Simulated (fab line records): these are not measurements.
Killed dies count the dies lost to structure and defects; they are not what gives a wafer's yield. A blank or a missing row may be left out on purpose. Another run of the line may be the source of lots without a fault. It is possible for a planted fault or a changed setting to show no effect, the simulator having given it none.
fab line records -- flow n5_finfet -- part 1 of 2: steps 1 to 3 of 6
record: lots: 24, wafers: 72, last_day: 19
route steps=1938 shown HKMG_FIN@445 GATE_CUT@465 MOL_CONTACT_COAG@546
lots that met no fault: from a run of the same line without faults
start_h: hours from the record's opening day to when the first of the lot's shown wafers began -- wait_h: how many hours have passed since the lot's step before this one -- " the same as in the row above -- L1.1+2: several wafers, shown together as one row -- - either no value or no given start -- * or withheld: withheld -- < > ~ a bound
route shown NAME@n: NAME is a module with steps in the file, n the number in the route of the first one -- usual: average and standard deviation across the fault-free wafers -- same: alike in all rows -- chamber/n: place in a boat -- sites: the reading at each site -- _std_site: the values' standard deviation -- _edge_site: the outer-site mean with the inner-site mean subtracted -- radius_mm: for every site, how far away it sits from the centre of the wafer -- mask NAME#n: copy n -- behind: the most recent tool/chamber to have shaped the wafer -- hold: the reason the lot was held/the length of the hold in hours/how it ended -- device: whichever transistor did not switch (one of n, p or np) -- end of line: the tests these same wafers got at the end of their route -- where a step has no rows: the recipe by itself -- killed: count of dies lost to structure and defects at first sort (not the wafer's yield) -- map: per-die view of a wafer (x killed, . not killed, _ where there is no die)
set.NAME: the setting as run; set.NAME@STEP: as run at that earlier step -- model.NAME: the simulator's own value behind a step, which no gauge read
a sample of lots followed through the steps of the route, with each step as a table and each wafer as a row
services: from which hour (start_h, from the record's first day; less than 0 if before it) a tool's chamber was out of use, for how many hours, and why
== steps ==
step: N5_HKMG_FIN_STRIP_89
recipe: chemistry: N2/H2, material: SOC, time_s: 20, power_w: 500, temp_c: 40, pressure_mtorr: 50, rf_frequency_hz: 6e+07, bias_power_w: 8, h2_frac: 0.5, n2_flow_sccm: 300, h2_flow_sccm: 300
usual: drypump_motor_current_A: 5.6/0.43, oes_product_au: 0.78/0.092, rf_vpp_V: 54.2/0.9, showerhead_plenum_p_Torr: 3.37/0.11, throttle_valve_pct: 18.8/0.33
lot.wafer,tool,chamber,start_h,wait_h,drypump_motor_current_A,oes_product_au,rf_hours_counter_h,rf_vpp_V,showerhead_plenum_p_Torr,throttle_valve_pct
L074.2,rie_diel-03,2,74.73,0.0,5.2,0.76,148,54.3,3.21,18.7
L074.3,rie_diel-03,0,74.73,0.0,5.0,0.95,6,53.0,3.40,18.3
L074.5,rie_diel-03,1,74.73,0.0,5.8,0.68,-,53.7,3.33,18.7
L075.3,rie_diel-02,1,84.02,0.0,5.5,0.71,212,53.6,3.35,19.4
L075.4,rie_diel-02,2,84.02,0.0,5.3,0.81,-,55.0,3.51,18.9
L075.6,rie_diel-02,3,84.02,0.0,5.7,0.70,-,54.5,3.28,18.6
L076.1,rie_diel-02,2,98.42,0.0,5.3,0.80,91,55.6,3.50,18.9
L076.5,rie_diel-02,2,98.42,0.0,5.3,0.81,-,55.0,3.50,18.9
L076.6,rie_diel-02,3,98.42,0.0,5.7,0.69,-,55.7,3.27,18.6
L077.1,rie_diel-02,3,104.41,0.0,5.7,0.70,238,53.7,3.27,18.6
L077.2,rie_diel-02,0,104.41,0.0,6.3,0.87,51,53.9,3.38,18.5
L077.5,rie_diel-02,3,104.41,0.0,5.7,0.70,-,54.2,3.27,18.6
L078.2,rie_diel-02,2,107.07,0.0,5.3,0.80,94,53.8,3.50,18.9
L078.3,rie_diel-02,0,107.07,0.0,6.3,0.88,52,54.3,3.38,18.5
L078.6,rie_diel-02,3,107.07,0.0,5.7,0.69,-,52.2,3.27,18.6
L079.1,rie_diel-02,3,112.70,0.0,5.7,0.69,242,54.3,3.27,18.6
L079.2,rie_diel-02,1,112.70,0.0,5.5,0.69,222,53.6,3.35,19.5
L079.3,rie_diel-02,2,112.70,0.0,5.2,0.80,97,54.3,3.50,18.9
L080.1,rie_diel-04,0,115.28,0.0,5.8,0.72,188,54.6,3.51,19.3
L080.3,rie_diel-04,2,115.28,0.0,6.2,0.68,247,53.3,3.17,19.0
L080.4,rie_diel-04,3,115.28,0.0,6.0,0.67,249,53.6,3.46,19.2
L081.1,rie_diel-03,0,123.09,0.0,5.0,0.90,22,55.0,3.39,18.3
L081.2,rie_diel-03,3,123.09,0.0,4.9,0.67,248,51.9,3.17,19.2
L081.4,rie_diel-03,1,123.09,0.0,5.8,0.68,-,53.3,3.32,18.7
L082.1,rie_diel-04,2,124.83,0.0,6.2,0.68,250,54.9,3.17,19.0
L082.2,rie_diel-04,0,124.83,0.0,5.8,0.71,192,54.6,3.50,19.3
L082.5,rie_diel-04,2,124.83,0.0,6.2,0.68,-,53.1,3.17,19.0
L083.1,rie_diel-04,2,133.39,0.0,6.2,0.67,254,55.2,3.16,19.0
L083.2,rie_diel-04,1,133.39,0.0,5.7,0.77,167,53.5,3.37,19.2
L083.5,rie_diel-04,1,133.39,0.0,5.7,0.77,-,54.6,3.37,19.2
L084.2,rie_diel-03,0,138.19,0.0,5.0,0.88,27,54.0,3.39,18.3
L084.4,rie_diel-03,0,138.19,0.0,5.0,0.88,-,55.2,3.39,18.3
L084.6,rie_diel-03,1,138.19,0.0,5.8,0.67,-,54.1,3.32,18.7
L085.3,rie_diel-03,0,145.64,0.0,5.0,0.88,30,53.5,3.39,18.3
L085.5,rie_diel-03,1,145.64,0.0,5.9,0.67,-,54.6,3.32,18.7
L085.6,rie_diel-03,0,145.64,0.0,5.0,0.87,-,54.7,3.39,18.3
L086.1,rie_diel-02,0,151.39,0.0,6.3,0.86,69,54.9,3.37,18.5
L086.2,rie_diel-02,1,151.39,0.0,5.5,0.70,236,54.7,3.34,19.5
L086.4,rie_diel-02,2,151.39,0.0,5.3,0.79,-,55.0,3.49,18.9
L087.4,rie_diel-03,2,157.77,0.0,5.3,0.75,176,52.7,3.20,18.8
L087.5,rie_diel-03,1,157.77,0.0,5.8,0.66,-,54.0,3.32,18.7
L087.6,rie_diel-03,2,157.77,0.0,5.3,0.74,-,54.1,3.20,18.8
L088.1,rie_diel-04,3,163.15,0.0,6.0,0.92,14,54.0,3.45,18.8
L088.2,rie_diel-04,0,163.15,0.0,5.8,0.70,208,52.2,3.50,19.3
L088.4,rie_diel-04,3,163.15,0.0,6.0,0.92,-,54.9,3.45,18.8
L089.1,rie_diel-03,0,169.15,0.0,5.0,0.87,39,53.7,3.39,18.3
L089.3,rie_diel-03,3,169.15,0.0,4.8,0.95,4,54.7,3.57,18.8
L089.5,rie_diel-03,2,169.15,0.0,5.2,0.74,-,52.4,3.19,18.8
L090.1,rie_diel-03,3,174.42,0.0,4.9,0.95,6,54.2,3.57,18.8
L090.2,rie_diel-03,2,174.42,0.0,5.2,0.73,182,52.9,3.19,18.8
L090.4,rie_diel-03,0,174.42,0.0,5.0,0.86,41,54.1,3.38,18.3
L091.1,rie_diel-04,2,180.99,0.0,6.2,0.96,5,54.2,3.57,18.6
L091.3,rie_diel-04,1,180.99,0.0,5.7,0.77,180,53.0,3.36,19.2
L091.6,rie_diel-04,3,180.99,0.0,6.0,0.91,-,54.1,3.45,18.8
L092.3,rie_diel-04,3,189.70,0.0,6.0,0.90,22,54.0,3.45,18.8
L092.4,rie_diel-04,1,189.70,0.0,5.7,0.76,182,55.1,3.36,19.2
L092.5,rie_diel-04,3,189.70,0.0,6.0,0.90,-,54.1,3.45,18.8
L093.1,rie_diel-02,3,192.97,0.0,5.7,0.95,11,52.7,3.26,18.2
L093.3,rie_diel-02,2,192.97,0.0,5.2,0.76,125,55.7,3.48,18.9
L093.5,rie_diel-02,0,192.97,0.0,6.4,0.84,-,55.6,3.36,18.6
L094.1,rie_diel-02,0,199.44,0.0,6.4,0.84,87,54.0,3.36,18.5
L094.2,rie_diel-02,3,199.44,0.0,5.7,0.92,15,54.5,3.26,18.2
L094.5,rie_diel-02,2,199.44,0.0,5.2,0.76,-,54.6,3.48,19.0
L095.1,rie_diel-04,1,203.79,0.0,5.7,0.75,187,55.2,3.36,19.2
L095.5,rie_diel-04,2,203.79,0.0,6.2,0.92,-,53.7,3.56,18.6
L095.6,rie_diel-04,3,203.79,0.0,6.0,0.88,-,52.9,3.45,18.8
L096.3,rie_diel-03,0,212.60,0.0,5.0,0.84,52,55.3,3.38,18.4
L096.5,rie_diel-03,1,212.60,0.0,5.8,0.66,-,55.7,3.31,18.8
L096.6,rie_diel-03,2,212.60,0.0,5.3,0.72,-,54.8,3.19,18.8
L097.1,rie_diel-03,3,216.77,0.0,4.9,0.88,21,53.5,3.56,18.8
L097.3,rie_diel-03,2,216.77,0.0,5.3,0.72,196,54.2,3.18,18.8
L097.5,rie_diel-03,0,216.77,0.0,5.0,0.84,-,54.4,3.38,18.4
step: N5_HKMG_FIN_ETCH_67
recipe: chemistry: N2/H2, target: SOC, target_depth_a: 3889, stop_on: TiN, ion_energy_ev: 100, bias_w: 61, pressure_mtorr: 30, source_w: 850, n2_flow_sccm: 200, h2_flow_sccm: 200
usual: drypump_motor_current_A: 5.6/0.45, oes_product_au: 0.77/0.096, rf_vpp_V: 240.8/1.3, showerhead_plenum_p_Torr: 2.54/0.094, throttle_valve_pct: 17.78/0.24
lot.wafer,tool,chamber,start_h,wait_h,drypump_motor_current_A,oes_product_au,rf_hours_counter_h,rf_vpp_V,showerhead_plenum_p_Torr,throttle_valve_pct
L074.2,rie_diel-03,1,75.75,-,5.8,0.67,185,241.4,2.52,17.60
L074.3,rie_diel-03,3,75.75,-,4.8,0.68,234,240.1,2.40,17.99
L074.5,rie_diel-03,3,75.75,-,4.8,0.69,-,238.1,2.40,17.99
L075.3,rie_diel-03,2,85.03,-,5.2,0.74,150,239.0,2.42,17.85
L075.4,rie_diel-03,3,85.03,-,4.8,0.68,236,239.3,2.40,17.99
L075.6,rie_diel-03,2,85.03,-,5.2,0.75,-,239.5,2.42,17.83
L076.1,rie_diel-02,2,99.45,-,5.2,0.79,91,239.9,2.66,17.50
L076.5,rie_diel-02,0,99.45,-,6.3,0.86,-,241.6,2.56,17.71
L076.6,rie_diel-02,1,99.45,-,5.5,0.69,-,240.2,2.53,18.21
L077.1,rie_diel-04,0,105.42,-,5.8,0.71,183,242.3,2.66,17.90
L077.2,rie_diel-04,1,105.42,-,5.7,0.77,156,241.1,2.56,17.95
L077.5,rie_diel-04,2,105.42,-,6.2,0.68,-,239.8,2.39,17.93
L078.2,rie_diel-04,3,108.08,-,6.0,0.69,245,241.6,2.63,18.19
L078.3,rie_diel-04,1,108.08,-,5.7,0.77,156,240.4,2.55,17.97
L078.6,rie_diel-04,3,108.08,-,6.0,0.69,-,241.1,2.63,18.17
L079.1,rie_diel-03,3,113.72,-,4.8,0.68,244,238.6,2.40,17.99
L079.2,rie_diel-03,1,113.72,-,5.8,0.66,198,239.1,2.52,17.61
L079.3,rie_diel-03,2,113.72,-,5.2,0.74,161,239.1,2.42,17.86
L080.1,rie_diel-03,2,116.36,-,5.3,0.73,162,238.0,2.42,17.86
L080.3,rie_diel-03,3,116.36,-,4.9,0.67,245,237.1,2.40,18.02
L080.4,rie_diel-03,0,116.36,-,5.0,0.89,20,241.5,2.57,17.47
L081.1,rie_diel-04,1,124.19,-,5.7,0.76,162,240.2,2.55,17.98
L081.2,rie_diel-04,0,124.19,-,5.8,0.70,191,241.4,2.66,17.90
L081.4,rie_diel-04,0,124.19,-,5.8,0.71,-,242.3,2.66,17.91
L082.1,rie_diel-02,1,125.84,-,5.5,0.69,227,239.1,2.53,18.25
L082.2,rie_diel-02,0,125.84,-,6.3,0.85,59,241.0,2.55,17.74
L082.5,rie_diel-02,0,125.84,-,6.3,0.84,-,240.0,2.55,17.74
L083.1,rie_diel-04,2,134.41,-,6.2,0.66,254,239.3,2.39,17.95
L083.2,rie_diel-04,0,134.41,-,5.8,0.70,196,242.1,2.66,17.93
L083.5,rie_diel-04,2,134.41,-,6.2,0.67,-,237.5,2.39,17.95
L084.2,rie_diel-03,0,139.25,-,5.0,0.87,27,240.9,2.57,17.49
L084.4,rie_diel-03,0,139.25,-,5.0,0.87,-,240.7,2.57,17.47
L084.6,rie_diel-03,2,139.25,-,5.2,0.73,-,239.4,2.42,17.87
L085.3,rie_diel-04,3,146.86,-,6.0,0.95,-,241.4,2.62,17.78
L085.5,rie_diel-04,3,146.86,-,6.0,0.94,-,241.8,2.62,17.77
L085.6,rie_diel-04,0,146.86,-,5.9,0.70,-,241.2,2.65,17.95
L086.1,rie_diel-02,0,152.64,-,6.3,0.83,70,240.9,2.55,17.75
L086.2,rie_diel-02,1,152.64,-,5.5,0.68,237,240.3,2.53,18.26
L086.4,rie_diel-02,1,152.64,-,5.5,0.68,-,239.4,2.53,18.26
L087.4,rie_diel-03,3,158.84,-,4.8,0.98,0,243.7,2.71,17.54
L087.5,rie_diel-03,0,158.84,-,5.0,0.86,-,239.7,2.56,17.49
L087.6,rie_diel-03,3,158.84,-,4.8,0.98,-,244.0,2.71,17.54
L088.1,rie_diel-02,0,164.31,-,6.4,0.82,74,240.4,2.55,17.77
L088.2,rie_diel-02,1,164.31,-,5.5,0.69,241,240.2,2.52,18.28
L088.4,rie_diel-02,3,164.31,-,5.7,0.98,1,241.0,2.47,17.24
L089.1,rie_diel-03,2,170.17,-,5.2,0.71,181,240.1,2.41,17.88
L089.3,rie_diel-03,3,170.17,-,4.9,0.95,4,241.3,2.71,17.55
L089.5,rie_diel-03,1,170.17,-,5.8,0.65,-,240.9,2.51,17.66
L090.1,rie_diel-04,3,175.71,-,6.0,0.92,18,241.1,2.62,17.81
L090.2,rie_diel-04,1,175.71,-,5.7,0.74,178,241.9,2.55,18.00
L090.4,rie_diel-04,0,175.71,-,5.8,0.69,212,242.0,2.65,17.95
L091.1,rie_diel-03,0,182.02,-,5.0,0.85,44,241.4,2.56,17.50
L091.3,rie_diel-03,2,182.02,-,5.3,0.72,185,238.9,2.41,17.91
L091.6,rie_diel-03,3,182.02,-,4.9,0.93,-,241.5,2.71,17.55
L092.3,rie_diel-02,0,190.93,-,6.4,0.82,82,241.7,2.54,17.78
L092.4,rie_diel-02,2,190.93,-,5.2,0.76,124,240.9,2.64,17.56
L092.5,rie_diel-02,2,190.93,-,5.2,0.75,-,242.8,2.64,17.56
L093.1,rie_diel-02,2,194.02,-,5.2,0.76,126,241.8,2.64,17.57
L093.3,rie_diel-02,3,194.02,-,5.7,0.93,12,239.7,2.47,17.27
L093.5,rie_diel-02,3,194.02,-,5.7,0.92,-,240.5,2.47,17.28
L094.1,rie_diel-02,2,200.45,-,5.2,0.75,130,241.2,2.64,17.57
L094.2,rie_diel-02,3,200.45,-,5.7,0.91,15,239.4,2.46,17.27
L094.5,rie_diel-02,3,200.45,-,5.7,0.92,-,239.6,2.46,17.28
L095.1,rie_diel-04,3,204.88,-,6.0,0.90,27,241.5,2.61,17.82
L095.5,rie_diel-04,0,204.88,-,5.8,0.69,-,242.2,2.64,17.96
L095.6,rie_diel-04,1,204.88,-,5.7,0.73,-,240.8,2.54,18.00
L096.3,rie_diel-03,3,213.68,-,4.8,0.90,19,242.3,2.70,17.58
L096.5,rie_diel-03,1,213.68,-,5.8,0.65,-,240.4,2.50,17.68
L096.6,rie_diel-03,2,213.68,-,5.2,0.71,-,239.9,2.41,17.91
L097.1,rie_diel-03,0,217.78,-,5.0,0.82,54,242.9,2.56,17.54
L097.3,rie_diel-03,1,217.78,-,5.8,0.64,235,240.2,2.50,17.70
L097.5,rie_diel-03,2,217.78,-,5.2,0.71,-,239.9,2.41,17.93
step: N5_GATE_CUT_ETCHBACK_00
recipe: chemistry: SF6/Cl2, target: W, pressure_mtorr: 8, icp_w: 900, bias_w: 80, SF6_flow_sccm: 40, Cl2_flow_sccm: 60
usual: drypump_motor_current_A: 5.7/0.35, oes_product_au: 0.77/0.14, throttle_valve_pct: 27.7/0.31
lot.wafer,tool,chamber,start_h,wait_h,drypump_motor_current_A,oes_product_au,rf_hours_counter_h,throttle_valve_pct
L074.2,rie_metal-01,0,77.77,0.0,5.6,0.91,3,27.5
L074.3,rie_metal-01,1,77.77,0.0,6.0,0.57,-,28.0
L074.5,rie_metal-01,0,77.77,0.0,5.6,0.91,-,27.5
L075.3,rie_metal-03,0,87.21,0.1,5.7,0.59,-,27.4
L075.4,rie_metal-03,1,87.21,0.1,5.7,0.61,-,27.7
L075.6,rie_metal-03,1,87.21,0.1,5.7,0.61,-,27.7
L076.1,rie_metal-01,0,101.59,0.0,5.6,0.88,6,27.5
L076.5,rie_metal-01,0,101.59,0.0,5.6,0.87,-,27.5
L076.6,rie_metal-01,0,101.59,0.0,5.5,0.88,-,27.5
L077.1,rie_metal-01,0,107.56,0.0,5.6,0.87,8,27.5
L077.2,rie_metal-01,0,107.56,0.0,5.6,0.88,-,27.5
L077.5,rie_metal-01,0,107.56,0.0,5.6,0.88,-,27.5
L078.2,rie_metal-02,1,110.22,0.0,4.8,0.69,69,28.1
L078.3,rie_metal-02,1,110.22,0.0,4.8,0.70,-,28.1
L078.6,rie_metal-02,0,110.22,0.0,5.8,0.65,-,28.3
L079.1,rie_metal-01,1,115.75,0.0,6.1,0.98,0,27.6
L079.2,rie_metal-01,0,115.75,0.0,5.6,0.87,9,27.5
L079.3,rie_metal-01,0,115.75,0.0,5.6,0.86,-,27.5
L080.1,rie_metal-02,1,118.41,0.0,4.8,0.70,70,28.1
L080.3,rie_metal-02,0,118.41,0.0,5.8,0.65,-,28.3
L080.4,rie_metal-02,1,118.41,0.0,4.8,0.69,-,28.1
L081.1,rie_metal-03,1,126.30,0.0,5.7,0.61,130,27.7
L081.2,rie_metal-03,0,126.30,0.0,5.8,0.58,130,27.4
L081.4,rie_metal-03,1,126.30,0.0,5.7,0.61,-,27.7
L082.1,rie_metal-02,0,127.86,0.0,5.8,0.65,117,28.3
L082.2,rie_metal-02,1,127.86,0.0,4.8,0.69,72,28.1
L082.5,rie_metal-02,1,127.86,0.0,4.8,0.69,-,28.1
L083.1,rie_metal-01,0,136.43,0.0,5.6,0.85,11,27.5
L083.2,rie_metal-01,1,136.43,0.0,6.0,0.96,2,27.6
L083.5,rie_metal-01,1,136.43,0.0,6.0,0.95,-,27.6
L084.2,rie_metal-03,0,141.27,0.0,5.8,0.58,132,27.4
L084.4,rie_metal-03,1,141.27,0.0,5.7,0.61,-,27.7
L084.6,rie_metal-03,0,141.27,0.0,5.8,0.59,-,27.4
L085.3,rie_metal-02,1,148.98,0.1,4.8,0.69,-,28.1
L085.5,rie_metal-02,1,148.98,0.1,4.8,0.69,-,28.1
L085.6,rie_metal-02,0,148.98,0.1,5.8,0.64,-,28.3
L086.1,rie_metal-01,0,154.73,0.0,5.6,0.86,12,27.5
L086.2,rie_metal-01,1,154.73,0.0,6.0,0.94,3,27.6
L086.4,rie_metal-01,1,154.73,0.0,6.0,0.95,-,27.6
L087.4,rie_metal-03,1,160.90,0.1,5.7,0.60,-,27.7
L087.5,rie_metal-03,1,160.90,0.1,5.7,0.61,-,27.7
L087.6,rie_metal-03,0,160.90,0.1,5.8,0.58,-,27.4
L088.1,rie_metal-03,0,166.33,0.0,5.7,0.57,134,27.4
L088.2,rie_metal-03,1,166.33,0.0,5.7,0.60,133,27.7
L088.4,rie_metal-03,1,166.33,0.0,5.7,0.60,-,27.7
L089.1,rie_metal-01,0,172.23,0.0,5.6,0.84,15,27.5
L089.3,rie_metal-01,1,172.23,0.0,6.0,0.94,-,27.6
L089.5,rie_metal-01,0,172.23,0.0,5.6,0.83,-,27.5
L090.1,rie_metal-01,1,177.73,0.0,6.0,0.92,6,27.6
L090.2,rie_metal-01,0,177.73,0.0,5.6,0.83,15,27.6
L090.4,rie_metal-01,0,177.73,0.0,5.6,0.83,-,27.5
L091.1,rie_metal-01,1,184.16,0.0,6.0,0.92,7,27.6
L091.3,rie_metal-01,1,184.16,0.0,6.0,0.91,-,27.6
L091.6,rie_metal-01,1,184.16,0.0,6.1,0.92,-,27.6
L092.3,rie_metal-01,1,192.99,0.1,6.0,0.91,-,27.6
L092.4,rie_metal-01,0,192.99,0.1,5.6,0.83,-,27.5
L092.5,rie_metal-01,0,192.99,0.1,5.6,0.82,-,27.5
L093.1,rie_metal-01,0,196.15,0.0,5.6,0.84,18,27.5
L093.3,rie_metal-01,1,196.15,0.0,6.0,0.91,-,27.6
L093.5,rie_metal-01,0,196.15,0.0,5.6,0.84,-,27.5
L094.1,rie_metal-01,1,202.71,0.0,6.0,0.90,10,27.6
L094.2,rie_metal-01,0,202.71,0.0,5.6,0.83,19,27.5
L094.5,rie_metal-01,0,202.71,0.0,5.6,0.82,-,27.5
L095.1,rie_metal-03,0,207.06,0.0,5.7,0.98,0,26.9
L095.5,rie_metal-03,0,207.06,0.0,5.7,0.97,-,27.0
L095.6,rie_metal-03,0,207.06,0.0,5.7,0.99,-,27.0
L096.3,rie_metal-01,0,215.74,0.1,5.6,0.81,-,27.6
L096.5,rie_metal-01,0,215.74,0.1,5.6,0.82,-,27.6
L096.6,rie_metal-01,1,215.74,0.1,6.1,0.89,-,27.6
L097.1,rie_metal-02,1,219.93,0.0,4.8,0.68,78,28.1
L097.3,rie_metal-02,0,219.93,0.0,5.8,0.63,-,28.3
L097.5,rie_metal-02,1,219.93,0.0,4.8,0.68,-,28.1
